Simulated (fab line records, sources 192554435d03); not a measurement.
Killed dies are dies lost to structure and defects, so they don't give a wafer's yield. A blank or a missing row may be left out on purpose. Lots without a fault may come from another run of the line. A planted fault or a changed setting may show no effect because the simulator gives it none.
Chamber matching | flow n5_finfet | N5_BEOL_M4_ETCH_69 on rie_diel-05: 4 sister chambers
The step etches SiARC in CF4, target depth 15.6 nm, time 26 s. 4 wafers are shown with their chamber, then 7 later ones without.

WAFERS WITH THEIR CHAMBER
wafer  | chamber | throttle_valve_pct (%)
L081.1 | 0       | 15.28
L081.2 | 1       | 15.72
L081.6 | 2       | 15.48
L083.4 | 3       | 15.48

WAFERS WITHOUT THEIR CHAMBER
wafer  | throttle_valve_pct (%)
L083.5 | 15.51
L085.2 | 15.74
L085.4 | 15.49
L085.5 | 15.49
L094.1 | 15.55
L094.4 | 15.55
L094.6 | 15.56

WHICH CHAMBER EACH WENT THROUGH
wafer  | from the rows above          | in truth
L083.5 | can't be placed: 2 or 3      | 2
L085.2 | 1                            | 1
L085.4 | can't be placed: 2 or 3      | 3
L085.5 | can't be placed: 2 or 3      | 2
L094.1 | can't be placed: 2 or 3 or 1 | 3
L094.4 | can't be placed: 2 or 3 or 1 | 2
L094.6 | can't be placed: 2 or 3 or 1 | 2
Placed correctly: 1 of 7. Can't be placed from these rows: 6 (the true chamber is among the candidates in 6). Placed wrongly: 0.
How it was worked out, from the rows above alone: a wafer's distance from a chamber is the root of the sum, over the readings, of the square of ((its reading less the chamber's mean) divided by the reading's scatter). The wafer belongs to the nearest chamber; if the next one is less than 2 further off, it can't be placed. A chamber's mean is the mean of its shown wafers. The scatter: with one shown wafer a chamber, the root of the mean of the squares of how far each hidden wafer lies from its nearest shown one.
